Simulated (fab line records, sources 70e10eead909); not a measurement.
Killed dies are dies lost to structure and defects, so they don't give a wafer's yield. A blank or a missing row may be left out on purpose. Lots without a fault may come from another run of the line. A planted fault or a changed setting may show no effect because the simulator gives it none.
Chamber matching | flow nand_harc | NHARC_A_STAIRCASE_ETCH_253 on rie_diel-13: 4 sister chambers
The step etches the open film in C4F8/O2, target depth 50 nm, time 20.2 s. 4 wafers are shown with their chamber, then 7 later ones without.

WAFERS WITH THEIR CHAMBER
wafer  | chamber | rf_vpp_V (V)
L604.3 | 1       | 904
L606.1 | 3       | 897
L606.4 | 2       | 889
L618.4 | 0       | 894

WAFERS WITHOUT THEIR CHAMBER
wafer  | rf_vpp_V (V)
L618.6 | 905
L620.3 | 894
L620.4 | 904
L620.5 | 895
L622.2 | 895
L622.3 | 889
L622.5 | 904

WHICH CHAMBER EACH WENT THROUGH
wafer  | from the rows above     | in truth
L618.6 | 1                       | 1
L620.3 | 0                       | 0
L620.4 | 1                       | 1
L620.5 | can't be placed: 0 or 3 | 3
L622.2 | can't be placed: 0 or 3 | 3
L622.3 | 2                       | 2
L622.5 | 1                       | 1
Placed correctly: 5 of 7. Can't be placed from these rows: 2 (the true chamber is among the candidates in 2). Placed wrongly: 0.
How it was worked out, from the rows above alone: a wafer's distance from a chamber is the root of the sum, over the readings, of the square of ((its reading less the chamber's mean) divided by the reading's scatter). The wafer belongs to the nearest chamber; if the next one is less than 2 further off, it can't be placed. A chamber's mean is the mean of its shown wafers. The scatter: with one shown wafer a chamber, the root of the mean of the squares of how far each hidden wafer lies from its nearest shown one.
